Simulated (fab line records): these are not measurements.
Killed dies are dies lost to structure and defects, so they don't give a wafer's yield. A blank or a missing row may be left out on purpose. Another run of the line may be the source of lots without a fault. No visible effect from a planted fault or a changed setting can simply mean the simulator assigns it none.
Chamber matching | flow nand_harc | 3 sister chambers for NHARC_A_STAIRCASE_DEP_156 on pecvd-04
The step deposits SiNx, target thk 50 nm. 3 wafers are shown with their chamber, then 8 later ones without.

== EACH WAFER AND ITS CHAMBER ==
wafer  | chamber | heater_power_w (W)
L080.1 | 1       | 700
L081.6 | 2       | 621
L087.1 | 0       | 703

== WAFERS WITHOUT THEIR CHAMBER ==
wafer  | heater_power_w (W)
L087.4 | 539
L087.5 | 812
L088.3 | 605
L088.4 | 590
L088.5 | 764
L090.1 | 873
L090.3 | 627
L090.6 | 597

== WHICH CHAMBER EACH ONE RAN IN ==
wafer  | from the rows above          | in truth
L087.4 | can't be placed: 2 or 1 or 0 | 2
L087.5 | can't be placed: 0 or 1 or 2 | 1
L088.3 | can't be placed: 2 or 1 or 0 | 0
L088.4 | can't be placed: 2 or 1 or 0 | 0
L088.5 | can't be placed: 0 or 1 or 2 | 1
L090.1 | can't be placed: 0 or 1 or 2 | 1
L090.3 | can't be placed: 2 or 1 or 0 | 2
L090.6 | can't be placed: 2 or 1 or 0 | 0
Placed correctly: 0 of 8. Cannot be placed on the basis of these rows: 8; the candidates contain the true chamber in 8. Wrongly placed: 0.
How it was worked out, from the rows above alone: a wafer's distance from a chamber is the root of the sum, over the readings, of the square of ((its reading less the chamber's mean) divided by the reading's scatter). The wafer belongs to the nearest chamber; if the next one is less than 2 further off, it can't be placed. For every chamber, the mean is computed from those of its wafers that are shown. The scatter: root of mean squared gap, hidden wafer to nearest shown wafer, with one shown wafer a chamber.
